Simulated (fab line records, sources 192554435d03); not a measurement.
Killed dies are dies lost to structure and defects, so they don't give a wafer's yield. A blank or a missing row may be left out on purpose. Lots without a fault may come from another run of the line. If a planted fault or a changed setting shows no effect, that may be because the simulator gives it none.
fab line records	flow n5Finfet
[record] lots = 10	wafers = 30	lastDay = 18
route steps=1938 shown BEOL_M9@1448 BEOL_M10@1470 PASSIVATION@1936
lots that met no fault: from a run of the same line without faults
startH: hours from the record's opening day to when the first of the lot's shown wafers began	waitH: time in hours since the lot's previous step	" the same as in the row above	L1.1+2: a row that stands for several wafers	- no value, or no start given	* or withheld: withheld	< > ~ a bound
route shown NAME@n: a module of which the file shows steps, and the number in the route of the first	usual: mean and standard deviation over wafers with no fault	same: alike in all rows	chamber/n: place in a boat	sites: readings site by site	_std_site: standard deviation across them	_edge_site: inner sites' mean taken away from outer sites' mean	radiusMm: how far each site lies from the wafer's centre	mask NAME#n: copy n	behind: the last tool/chamber to shape the wafer	hold: the reason the lot was held/the length of the hold in hours/how it ended	device: names the non-switching transistor (n, p or np)	end of line: tests run on the same wafers once the route is complete	a step given without rows: its recipe and nothing more	killed: dies lost to structure and defects at the first sort, not the wafer's yield	map: a wafer's dies, marking killed ones x, the rest . and places with no die _
set.NAME: the run value of the setting; set.NAME@STEP: its run value at that earlier step	model.NAME: the simulator's own value behind a step, which no gauge read
steps of the route over a sample of lots; a table a step, a row a wafer
services: from which hour (startH, from the record's first day; less than 0 if before it) a tool's chamber was out of use, for how many hours, and why
[[steps]]
[step N5_BEOL_M9_STRIP_80]
[recipe] chemistry = N2/H2	timeS = 10	powerW = 450	tempC = 40	pressureMtorr = 20	rfFrequencyHz = 6e+07	biasPowerW = 7	n2FlowSccm = 200	h2FlowSccm = 200
[usual] drypumpMotorCurrentA = 5.7/0.44	h2FlowSccm = 200.0/0.55	oesProductAu = 0.81/0.08	rfVppV = 59.2/0.83	showerheadPlenumPTorr = 2.57/0.11	throttleValvePct = 23.89/0.27
lot.wafer	tool	chamber	startH	waitH	drypumpMotorCurrentA	h2FlowSccm	oesProductAu	rfHoursCounterH	rfVppV	showerheadPlenumPTorr	throttleValvePct
L869.1	rieDiel-02	2	-	-	5.8	201.3	0.84	49	57.5	2.69	23.85
L869.2	"	3	"	"	5.8	201.2	0.89	39	59.3	2.50	24.07
L869.6	"	3	"	"	5.7	199.8	0.89	-	60.0	2.50	24.07
L868.3	rieDiel-05	0	-	-	5.4	200.2	0.69	238	58.5	2.42	24.14
L868.5	"	0	"	"	5.3	200.1	0.69	-	59.7	2.42	24.14
L868.6	"	3	"	"	5.9	199.2	0.86	-	59.9	2.69	23.58
L871.2	rieDiel-02	0	-	-	5.7	200.2	0.70	212	57.9	2.52	23.85
L871.5	"	1	"	"	5.1	200.3	0.88	-	59.0	2.48	23.84
L871.6	"	0	"	"	5.8	200.4	0.70	-	59.0	2.52	23.82
L872.3	rieDiel-04	0	-	-	4.8	200.0	0.88	31	58.8	2.71	23.35
L872.4	"	2	"	"	6.2	200.2	0.82	62	59.2	2.68	23.90
L872.6	"	3	"	"	6.2	200.2	0.77	-	58.7	2.46	24.33
L882.1	rieDiel-02	0	-	-	5.8	198.9	0.69	230	59.8	2.51	23.85
L882.5	"	0	"	"	5.7	199.0	0.69	-	58.6	2.51	23.85
L882.6	"	1	"	"	5.1	199.2	0.86	-	60.4	2.47	23.85
L879.2	rieDiel-05	1	-	-	6.3	200.0	0.68	226	59.8	2.53	24.26
L879.3	"	0	"	"	5.4	200.2	0.97	3	60.3	2.73	24.02
L879.4	"	2	"	"	5.5	199.9	0.78	126	58.3	2.44	23.80
L880.1	rieDiel-02	3	-	-	5.7	200.4	0.86	64	60.1	2.49	24.09
L880.5	"	3	"	"	5.8	199.9	0.86	-	58.0	2.49	24.10
L880.6	"	2	"	"	5.9	199.7	0.81	-	59.9	2.68	23.88
L884.1	rieDiel-05	1	-	-	6.3	199.5	0.68	235	58.7	2.52	24.26
L884.3	"	2	"	"	5.6	199.7	0.77	136	58.8	2.44	23.82
L884.4	"	3	"	"	5.9	199.6	0.80	90	59.8	2.68	23.62
L889.3	rieDiel-05	3	-	-	5.9	200.3	0.81	98	59.2	2.67	23.63
L889.5	"	3	"	"	5.9	200.5	0.79	-	58.9	2.67	23.63
L889.6	"	2	"	"	5.5	199.8	0.76	-	57.3	2.44	23.83
L891.2	rieDiel-05	1	-	-	6.3	200.2	0.67	248	58.5	2.52	24.29
L891.3	"	3	"	"	5.9	199.3	0.80	102	60.3	2.67	23.64
L891.5	"	0	"	"	5.4	199.5	0.91	-	58.5	2.72	24.04
[step N5_BEOL_M9_DEGAS_44]
[recipe] ambient = vacuum	tempC = 250	timeS = 60
[usual] heaterPowerW = 327/29
lot.wafer	tool	chamber	startH	waitH	heaterPowerW
L869.1	pvdSputter-03	-	238.21	0.4	299
L869.2	"	-	"	"	344
L869.6	"	-	"	"	335
L868.3	pvdSputter-03	-	240.45	0.2	320
L868.5	"	-	"	"	379
L868.6	"	-	"	"	296
L871.2	pvdSputter-01	-	254.73	0.5	319
L871.5	"	-	"	"	304
L871.6	"	-	"	"	324
L872.3	pvdSputter-01	-	260.41	0.2	305
L872.4	"	-	"	"	344
L872.6	"	-	"	"	323
L882.1	pvdSputter-02	-	303.17	2.5	281
L882.5	"	-	"	"	312
L882.6	"	-	"	"	278
L879.2	pvdSputter-03	-	306.89	0.6	317
L879.3	"	-	"	"	309
L879.4	"	-	"	"	363
L880.1	pvdSputter-03	-	317.62	0.3	375
L880.5	"	-	"	"	299
L880.6	"	-	"	"	371
L884.1	pvdSputter-02	-	336.71	1.1	308
L884.3	"	-	"	"	373
L884.4	"	-	"	"	313
L889.3	pvdSputter-02	-	358.39	0.3	366
L889.5	"	-	"	"	370
L889.6	"	-	"	"	315
L891.2	pvdSputter-01	-	381.27	0.4	322
L891.3	"	-	"	"	300
L891.5	"	-	"	"	343
[step N5_BEOL_M10_ILD_DEP_00]
[recipe] material = SiCOH_lowk	targetThkA = 3085.1	tempC = 300	precursor = DEMS/porogen	pressureTorr = 5	rfW = 500	timeS = 58
[usual] heaterPowerW = 351/63	showerheadPlenumPTorr = 5.737/0.019	susceptorTempC = 299.98/0.2	throttleValvePct = 14.2/0.99
lot.wafer	tool	chamber	startH	waitH	heaterPowerW	showerheadPlenumPTorr	susceptorTempC	throttleValvePct
L869.1	pecvd-01	2	240.25	0.0	287	5.731	300.37	13.8
L869.2	"	0	"	"	503	5.734	299.92	16.8
L869.6	"	1	"	"	340	5.745	299.83	13.3
L868.3	pecvd-03	1	243.30	0.0	361	5.698	299.87	14.3
L868.5	"	2	"	"	283	5.760	299.58	13.2
L868.6	"	1	"	"	364	5.716	299.97	14.3
L871.2	pecvd-03	2	256.88	0.0	240	5.744	299.60	13.6
L871.5	"	0	"	"	340	5.749	300.04	14.7
L871.6	"	2	"	"	248	5.740	299.65	13.4
L872.3	pecvd-04	1	262.37	0.0	358	5.722	300.16	13.9
L872.4	"	1	"	"	371	5.739	300.14	14.1
L872.6	"	2	"	"	321	5.707	300.12	12.7
L882.1	pecvd-03	1	305.01	0.0	336	5.701	300.12	14.6
L882.5	"	2	"	"	258	5.753	293.73	13.4
L882.6	"	1	"	"	364	5.733	300.10	14.2
L879.2	pecvd-03	1	308.89	0.0	425	5.707	299.79	14.7
L879.3	"	2	"	"	260	5.742	293.88	13.5
L879.4	"	1	"	"	341	5.724	300.09	14.6
L880.1	pecvd-01	1	319.27	0.0	360	5.749	300.16	13.5
L880.5	"	0	"	"	500	5.725	299.96	16.8
L880.6	"	1	"	"	284	5.748	300.18	13.5
L884.1	pecvd-01	1	338.64	0.0	339	5.750	299.78	13.4
L884.3	"	0	"	"	502	5.745	300.16	16.8
L884.4	"	1	"	"	332	5.758	299.85	13.5
L889.3	pecvd-04	2	360.23	0.0	293	5.717	300.32	13.0
L889.5	"	1	"	"	339	5.741	300.08	13.9
L889.6	"	0	"	"	338	5.771	299.94	13.9
L891.2	pecvd-03	0	383.44	0.0	351	5.758	299.76	14.6
L891.3	"	0	"	"	369	5.758	299.66	15.0
L891.5	"	0	"	"	385	5.756	300.11	14.6
[step N5_BEOL_M10_CURE_71]
[recipe] tempC = 385	timeS = 240	ambient = He/Ar	material = SiCOH_lowk
[usual] lampPowerPct = 52.31/0.056	wafer_temp_C_max = 386.9/0.49
lot.wafer	tool	chamber	startH	waitH	lampPowerPct	wafer_temp_C_max
L869.1	uvCure-02	1	240.36	0.1	52.36	388.2
L869.2	"	1	"	"	52.28	387.6
L869.6	"	1	"	"	52.32	387.1
L868.3	uvCure-01	2	243.54	0.2	52.27	386.9
L868.5	"	2	"	"	52.23	387.1
L868.6	"	2	"	"	52.25	386.6
L871.2	uvCure-02	2	257.04	0.1	52.31	387.3
L871.5	"	2	"	"	52.34	387.2
L871.6	"	2	"	"	52.30	387.0
L872.3	uvCure-02	1	262.75	0.3	52.32	386.7
L872.4	"	1	"	"	52.32	387.4
L872.6	"	1	"	"	52.40	386.5
L882.1	uvCure-02	1	305.08	0.0	52.26	387.1
L882.5	"	1	"	"	52.30	387.4
L882.6	"	1	"	"	52.35	386.8
L879.2	uvCure-01	0	309.04	0.1	52.38	386.6
L879.3	"	0	"	"	52.36	386.7
L879.4	"	0	"	"	52.31	386.3
L880.1	uvCure-01	2	319.38	0.1	52.29	387.5
L880.5	"	2	"	"	52.49	387.0
L880.6	"	2	"	"	52.28	386.3
L884.1	uvCure-01	2	338.72	0.0	52.26	387.0
L884.3	"	2	"	"	52.40	386.9
L884.4	"	2	"	"	52.24	387.7
L889.3	uvCure-02	0	360.47	0.2	52.28	386.0
L889.5	"	0	"	"	52.25	386.2
L889.6	"	0	"	"	52.36	386.9
L891.2	uvCure-03	0	383.63	0.2	52.42	387.5
L891.3	"	0	"	"	52.31	386.8
L891.5	"	0	"	"	52.32	386.5
[step N5_BEOL_M10_THK_MEAS_01]
[recipe] reads = SiCOH_lowk_of_BEOL_M10_ILD_DEP_00
[usual] M10_ILD_THK = 268/3.3
lot.wafer	tool	chamber	startH	waitH	M10_ILD_THK[nm]
L869.1	filmMetro-01	-	240.88	0.4	264
L869.2	"	-	"	"	266
L869.6	"	-	"	"	274
L868.3	filmMetro-02	-	243.89	0.3	262
L868.5	"	-	"	"	269
L868.6	"	-	"	"	270
L871.2	filmMetro-02	-	257.47	0.4	268
L871.5	"	-	"	"	271
L871.6	"	-	"	"	271
L872.3	filmMetro-01	-	263.10	0.3	266
L872.4	"	-	"	"	267
L872.6	"	-	"	"	269
L882.1	filmMetro-01	-	305.60	0.4	266
L882.5	"	-	"	"	279
L882.6	"	-	"	"	270
L879.2	filmMetro-02	-	309.48	0.4	265
L879.3	"	-	"	"	278
L879.4	"	-	"	"	266
L880.1	filmMetro-01	-	320.37	0.8	260
L880.5	"	-	"	"	270
L880.6	"	-	"	"	268
L884.1	filmMetro-02	-	339.23	0.4	264
L884.3	"	-	"	"	268
L884.4	"	-	"	"	267
L889.3	filmMetro-02	-	360.82	0.3	269
L889.5	"	-	"	"	272
L889.6	"	-	"	"	273
L891.2	filmMetro-02	-	384.06	0.4	267
L891.3	"	-	"	"	272
L891.5	"	-	"	"	272
[step N5_PASSIVATION_PROBE_49]
[usual] defectLimitedYield = 91.1/1.5	killed_at_M0_to_M3 = 33/9.9	killed_at_M4_up = 14/5.2	killedAtContacts = 12/6.7	killedAtFrontEnd = 43/13	killedAtOther = 3.4/2.7	killedDies = 105/17	killedOpen = 69/13	killedShort = 33/7.5	sort_bin_5_function = 5.2/0.91	sort_bin_6_memory = 3.3/0.71	sort_bin_8_speed = 0.00/0.032	sortNPass = 1075/17	sortYieldPct = 91.1/1.5
[same] grossDies = 1180	killedAtBackSide = 0	sort_bin_4_leakage[%] = 0
lot.wafer	tool	chamber	startH	waitH	defectLimitedYield[%]	killed_at_M0_to_M3	killed_at_M4_up	killedAtContacts	killedAtFrontEnd	killedAtOther	killedDies	killedOpen	killedShort	sort_bin_5_function[%]	sort_bin_6_memory[%]	sort_bin_8_speed[%]	sortNPass	sortYieldPct[%]
L871.2	prober-02	-	317.90	0.1	91.5	51	9	5	33	2	100	70	29	4.8	3.2	0	1080	91.5
L871.5	prober-02	-	318.05	0.2	92.5	19	5	8	55	1	88	67	21	5.3	2.1	0	1092	92.5
L871.6	prober-02	-	318.10	0.3	92.5	29	13	4	41	2	89	62	27	4.2	3.1	0	1091	92.5
L879.2	prober-01	-	365.10	0.1	90.3	38	29	8	35	4	114	79	32	5.2	4.0	0	1066	90.3
L879.3	prober-01	-	365.15	0.2	91.7	34	19	3	41	1	98	69	28	4.9	3.2	0	1082	91.7
L879.4	prober-01	-	365.20	0.2	93.6	30	8	4	30	3	75	51	24	4.4	1.9	0	1105	93.6
L880.1	prober-02	-	370.08	0.0	90.0	24	14	22	56	2	118	76	42	5.7	4.2	0	1062	90.0
L880.5	prober-02	-	370.28	0.2	91.8	26	8	17	43	3	97	71	26	4.6	3.6	0	1083	91.8
L880.6	prober-02	-	370.33	0.3	89.7	33	14	23	49	3	122	85	37	5.8	4.0	0	1058	89.7
// killed by level:class
L871.2 BEOL_M1:geometricParticle:open=16 BEOL_M2:geometricParticle:open=14 BEOL_M3:geometricParticle:open=7 DUMMY_GATE:geometricParticle:open=7 FIN_SAQP:geometricParticle:open=4 MOL_CONTACT_COAG:geometricParticle:open=4 BEOL_M0_SAQP:geometricParticle:short=4 FIN_SAQP:geometricParticle:short=3
L871.5 FIN_SAQP:geometricParticle:open=17 STI_FIN_REVEAL:geometricParticle:open=14 BEOL_M1:geometricParticle:open=6 BEOL_M3:geometricParticle:open=6 ILD0:geometricParticle:open=4 ILD0:geometricParticle:short=4 MOL_CONTACT_COAG:geometricParticle:short=4 MOL_CONTACT_COAG:geometricParticle:open=4
L871.6 BEOL_M1:geometricParticle:open=10 FIN_SAQP:geometricParticle:open=8 STI_FIN_REVEAL:geometricParticle:open=7 DUMMY_GATE:geometricParticle:open=7 FIN_SAQP:geometricParticle:short=5 SPACER0:geometricParticle:open=5 BEOL_M0_SAQP:geometricParticle:short=5 BEOL_M4:geometricParticle:open=5
L879.2 BEOL_M4:geometricParticle:open=17 BEOL_M2:geometricParticle:open=9 GATE_CUT:geometricParticle:open=8 BEOL_M0_SAQP:geometricParticle:open=8 STI_FIN_REVEAL:geometricParticle:open=7 BEOL_M0_SAQP:geometricParticle:short=7 MOL_CONTACT_COAG:geometricParticle:open=5 BEOL_M2:geometricParticle:short=5
L879.3 BEOL_M4:geometricParticle:open=13 FIN_SAQP:geometricParticle:open=12 BEOL_M0_SAQP:geometricParticle:short=12 STI_FIN_REVEAL:geometricParticle:open=9 DUMMY_GATE:geometricParticle:open=7 BEOL_M0_SAQP:geometricParticle:open=7 BEOL_M2:geometricParticle:open=6 FIN_SAQP:geometricParticle:short=4
L879.4 BEOL_M2:geometricParticle:open=13 FIN_SAQP:geometricParticle:open=7 BEOL_M3:geometricParticle:open=7 FIN_SAQP:geometricParticle:short=5 GATE_CUT:geometricParticle:open=4 MOL_CONTACT_COAG:geometricParticle:open=4 STARTING-WAFER:geometricParticle:short=4 BEOL_M0_SAQP:geometricParticle:short=3
L880.1 MOL_CONTACT_COAG:geometricParticle:open=22 STI_FIN_REVEAL:geometricParticle:open=18 FIN_SAQP:geometricParticle:short=13 FIN_SAQP:geometricParticle:open=12 BEOL_M0_SAQP:geometricParticle:short=11 BEOL_M4:geometricParticle:open=7 BEOL_M2:geometricParticle:short=5 BEOL_M0_SAQP:geometricParticle:open=3
L880.5 STI_FIN_REVEAL:geometricParticle:open=29 MOL_CONTACT_COAG:geometricParticle:open=13 BEOL_M2:geometricParticle:open=7 BEOL_M0_SAQP:geometricParticle:open=6 BEOL_M0_SAQP:geometricParticle:short=5 BEOL_M3:geometricParticle:open=5 MOL_CONTACT_COAG:geometricParticle:short=4 STARTING-WAFER:geometricParticle:short=3
L880.6 FIN_SAQP:geometricParticle:open=18 MOL_CONTACT_COAG:geometricParticle:open=16 STI_FIN_REVEAL:geometricParticle:open=13 BEOL_M2:geometricParticle:open=11 MOL_CONTACT_COAG:geometricParticle:short=7 BEOL_M0_SAQP:geometricParticle:short=5 BEOL_M3:geometricParticle:short=5 BEOL_M6:geometricParticle:open=5
[[services]]
tool	chamber	startH	hours	kind
pecvd-03	1	214.97	2.1	scheduledDown
uvCure-01	-	230.28	7.5	pm
rieDiel-05	1	238.66	19.1	repair
uvCure-03	-	239.14	13.3	repair
uvCure-02	-	241.75	0.9	repair
rieDiel-02	3	253.47	2.3	repair
pecvd-01	-	256.66	1.3	repair
uvCure-03	-	261.69	2.8	repair
rieDiel-05	0	273.24	-	clean
rieDiel-05	0	273.24	-	consumableReplace:focusRing
rieDiel-05	0	273.24	-	consumableReplace:showerhead
uvCure-01	-	290.49	2.1	pm
pecvd-01	2	293.32	26.4	repair
pvdSputter-01	-	312.40	8.6	repair
pecvd-01	-	340.65	9.4	repair
rieDiel-04	3	352.37	5.9	repair
uvCure-03	-	357.29	1.5	repair
rieDiel-05	3	368.86	6.4	repair
rieDiel-02	0	371.14	-	clean
rieDiel-02	0	371.14	-	consumableReplace:focusRing
rieDiel-05	-	372.88	0.2	repair
pecvd-03	2	381.38	5.5	scheduledDown
uvCure-03	-	381.62	0.3	repair
rieDiel-05	0	381.64	1.3	repair
[[key]]
[firstSign] step = N5_BEOL_M10_ILD_DEP_00	reading = susceptorTempC	direction = down	sigmas = 30	usual = *	struck = *
[effect] step = N5_BEOL_M10_THK_MEAS_01	reading = M10_ILD_THK	direction = up	sigmas = 3.3	usual = 268	struck = 279
metAt N5_BEOL_M10_ILD_DEP_00
struckLots L879,L882
struckWafers L879.3,L882.5
notActingAt N5_BEOL_M9_STRIP_80,N5_BEOL_M9_DEGAS_44,N5_BEOL_M10_CURE_71
onsetBetween 256.88 305.01
[fault] kind = processParameterDrift	tool = pecvd-03	chamber = 2	onsetH = 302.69	steps = N5_BEOL_M10_ILD_DEP_00	channel = tempC	offset = *	shape = step	endH = 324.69	actsIn = *	stated = *
